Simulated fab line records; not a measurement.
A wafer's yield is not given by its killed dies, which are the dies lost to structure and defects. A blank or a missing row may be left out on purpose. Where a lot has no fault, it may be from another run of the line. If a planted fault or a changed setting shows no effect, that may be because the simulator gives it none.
Which tool did it? + flow nand_harc + 13 lots with 39 wafers sampled at 4 steps, on a route of 1302 steps

WHAT THE GAUGES SHOWED, per wafer
NHARC_A_CONTACT_INSPECT_44. Usual: raw_defect_count at 81, with a standard deviation of 29.
| lot  | measured     | on                | raw_defect_count | flag |
|------|--------------|-------------------|------------------|------|
| L106 | day 21 13:08 | defect_inspect-01 | 150 143 115      |      |
| L107 | day 22 05:55 | defect_inspect-01 | 104 125 130      |      |
| L109 | day 22 10:29 | defect_inspect-02 | 100 110 104      |      |
| L110 | day 22 20:38 | defect_inspect-02 | 55 63 81         |      |
| L111 | day 23 15:11 | defect_inspect-01 | 86 84 71         |      |
| L117 | day 26 01:27 | defect_inspect-02 | 124 124 114      |      |
| L118 | day 26 04:31 | defect_inspect-02 | 24 42 33         |      |
| L123 | day 28 03:32 | defect_inspect-01 | 62 67 50         |      |
| L125 | day 29 11:59 | defect_inspect-01 | 85 74 84         |      |
| L126 | day 29 16:26 | defect_inspect-02 | 87 77 79         |      |
| L127 | day 30 12:44 | defect_inspect-02 | 62 61 58         |      |
| L128 | day 30 12:59 | defect_inspect-01 | 98 94 99         |      |
| L129 | day 31 01:23 | defect_inspect-01 | 18 34 23         |      |

EACH LOT AND THE TOOL THAT RAN IT (in order: tool; ch and the chambers of the sampled wafers; start)
| lot  | NHARC_A_WL_FILL_STRIP_29           | NHARC_A_CONTACT_DEP_28        | NHARC_A_CONTACT_SOFTBAKE_37       |
|------|------------------------------------|-------------------------------|-----------------------------------|
| L106 | rie_diel-11 ch 1,2, day 20 22:12   | acl_dep-02 ch 0, day 21 08:01 | litho_track-01 ch 0, day 21 12:00 |
| L107 | rie_diel-11 ch 1,2,3, day 21 12:56 | acl_dep-01 ch 0, day 22 00:46 | litho_track-04 ch 0, day 22 05:00 |
| L109 | rie_diel-01 ch 0,1,2, day 21 18:56 | acl_dep-03 ch 0, day 22 05:25 | litho_track-04 ch 0, day 22 09:00 |
| L110 | rie_diel-11 ch 0,1,2, day 22 08:02 | acl_dep-02 ch 0, day 22 15:34 | litho_track-06 ch 0, day 22 20:00 |
| L111 | rie_diel-11 ch 1,3, day 23 02:17   | acl_dep-02 ch 0, day 23 10:09 | litho_track-04 ch 0, day 23 14:00 |
| L117 | rie_diel-06 ch 0,1, day 25 12:47   | acl_dep-01 ch 0, day 25 20:24 | litho_track-04 ch 0, day 26 00:00 |
| L118 | rie_diel-01 ch 0,1,2, day 25 15:54 | acl_dep-03 ch 0, day 25 23:37 | litho_track-04 ch 0, day 26 04:00 |
| L123 | rie_diel-01 ch 1,2,3, day 27 12:35 | acl_dep-03 ch 0, day 27 22:19 | litho_track-01 ch 0, day 28 02:00 |
| L125 | rie_diel-01 ch 0,1,3, day 28 21:21 | acl_dep-02 ch 0, day 29 06:55 | litho_track-06 ch 0, day 29 11:00 |
| L126 | rie_diel-06 ch 1,3, day 29 02:44   | acl_dep-03 ch 0, day 29 12:02 | litho_track-06 ch 0, day 29 15:00 |
| L127 | rie_diel-01 ch 0,2, day 29 23:44   | acl_dep-01 ch 0, day 30 09:01 | litho_track-04 ch 0, day 30 12:00 |
| L128 | rie_diel-11 ch 0,1,3, day 29 23:47 | acl_dep-03 ch 0, day 30 07:47 | litho_track-04 ch 0, day 30 12:00 |
| L129 | rie_diel-11 ch 1,2, day 30 13:17   | acl_dep-03 ch 0, day 30 20:25 | litho_track-06 ch 0, day 31 00:00 |
- NHARC_A_WL_FILL_STRIP_29: strips in O2, time 20 s.
- NHARC_A_CONTACT_DEP_28: deposits aC, target thk 7000 nm.
- NHARC_A_CONTACT_SOFTBAKE_37: time 55 s.

AS READ BY THE TOOLS THEMSELVES (means over the sampled wafers that have a number; for cases with no such wafer, the mark the record gives instead)
NHARC_A_WL_FILL_STRIP_29. Usual: drypump_motor_current_A 5.9 A, standard deviation 0.62; oes_product_au 1.004 a.u., standard deviation 0.011; rf_vpp_V 57.7 V, standard deviation 0.91; showerhead_plenum_p_Torr 3.46 Torr, standard deviation 0.13; throttle_valve_pct 17.038 %, standard deviation 0.0085.
| lot  | tool        | drypump_motor_current_A (A) | oes_product_au (a.u.) | rf_vpp_V (V) | showerhead_plenum_p_Torr (Torr) | throttle_valve_pct (%) | flag |
|------|-------------|-----------------------------|-----------------------|--------------|---------------------------------|------------------------|------|
| L106 | rie_diel-11 | 6.5                         | 1.016                 | 57.7         | 3.57                            | 17.038                 |      |
| L107 | rie_diel-11 | 6.0                         | 1.010                 | 58.2         | 3.46                            | 17.037                 |      |
| L109 | rie_diel-01 | 5.5                         | 1.004                 | 57.4         | 3.49                            | 17.041                 |      |
| L110 | rie_diel-11 | 6.4                         | 1.006                 | 57.5         | 3.47                            | 17.029                 |      |
| L111 | rie_diel-11 | 5.5                         | 1.014                 | 57.8         | 3.45                            | 17.040                 |      |
| L117 | rie_diel-06 | 6.1                         | 1.006                 | 57.7         | 3.59                            | 17.029                 |      |
| L118 | rie_diel-01 | 5.5                         | 1.001                 | 57.2         | 3.49                            | 17.036                 |      |
| L123 | rie_diel-01 | 5.8                         | 1.006                 | 58.3         | 3.43                            | 17.036                 |      |
| L125 | rie_diel-01 | 5.7                         | 1.004                 | 56.9         | 3.50                            | 17.042                 |      |
| L126 | rie_diel-06 | 6.3                         | 0.993                 | 57.6         | 3.45                            | 17.039                 |      |
| L127 | rie_diel-01 | 5.1                         | 0.997                 | 58.5         | 3.60                            | 17.036                 |      |
| L128 | rie_diel-11 | 6.0                         | 1.001                 | 57.3         | 3.45                            | 17.031                 |      |
| L129 | rie_diel-11 | 6.6                         | 0.994                 | 57.9         | 3.56                            | 17.038                 |      |

NHARC_A_CONTACT_DEP_28. Usual: throttle_valve_pct at 34.999 %, with a standard deviation of 0.0087.
| lot  | tool       | throttle_valve_pct (%) | flag |
|------|------------|------------------------|------|
| L106 | acl_dep-02 | 35.005                 |      |
| L107 | acl_dep-01 | 34.999                 |      |
| L109 | acl_dep-03 | 34.997                 |      |
| L110 | acl_dep-02 | 35.005                 |      |
| L111 | acl_dep-02 | 35.000                 |      |
| L117 | acl_dep-01 | 35.006                 |      |
| L118 | acl_dep-03 | 35.001                 |      |
| L123 | acl_dep-03 | 35.006                 |      |
| L125 | acl_dep-02 | 34.998                 |      |
| L126 | acl_dep-03 | 35.000                 |      |
| L127 | acl_dep-01 | 34.997                 |      |
| L128 | acl_dep-03 | 35.009                 |      |
| L129 | acl_dep-03 | 34.993                 |      |

NHARC_A_CONTACT_SOFTBAKE_37. Usual: heater_power_total_W 188.46 W, standard deviation 0.15; plate_temp_C 105.03 C, standard deviation 0.14.
| lot  | tool           | heater_power_total_W (W) | plate_temp_C (C) | flag |
|------|----------------|--------------------------|------------------|------|
| L106 | litho_track-01 | 188.44                   | 105.20           |      |
| L107 | litho_track-04 | 188.47                   | 104.91           |      |
| L109 | litho_track-04 | 188.37                   | 105.07           |      |
| L110 | litho_track-06 | 188.45                   | 104.92           |      |
| L111 | litho_track-04 | 188.53                   | 105.07           |      |
| L117 | litho_track-04 | 174.63                   | 99.35            | OFF  |
| L118 | litho_track-04 | 174.76                   | 99.30            | OFF  |
| L123 | litho_track-01 | 188.34                   | 104.96           |      |
| L125 | litho_track-06 | 188.47                   | 105.01           |      |
| L126 | litho_track-06 | 188.35                   | 105.01           |      |
| L127 | litho_track-04 | 188.42                   | 104.75           |      |
| L128 | litho_track-04 | 188.52                   | 105.14           |      |
| L129 | litho_track-06 | 188.43                   | 105.17           |      |

THE ANSWER, worked out from the rows above alone
Rule: lot off if the mean of its wafers having a number is beyond 3 standard deviations from the usual mean. Also off: a lot with no number at a reading for which 4 or more lots have one. The other lots that the step has rows for count as sound. Order of review: gauges by route order, followed by the tools' own readings, for which a lot's mean as printed above is used. At the first step where some lot is off, the reading lying furthest off is the one used; lots without a number count as furthest.
Off: L117, L118, at NHARC_A_CONTACT_SOFTBAKE_37 (heater_power_total_W).
A tool fits if, at that step or a process step before it, it ran every lot that is off, and no sound lot after the first of them. None of those tried fits.

WHAT THE SIMULATOR PUT IN
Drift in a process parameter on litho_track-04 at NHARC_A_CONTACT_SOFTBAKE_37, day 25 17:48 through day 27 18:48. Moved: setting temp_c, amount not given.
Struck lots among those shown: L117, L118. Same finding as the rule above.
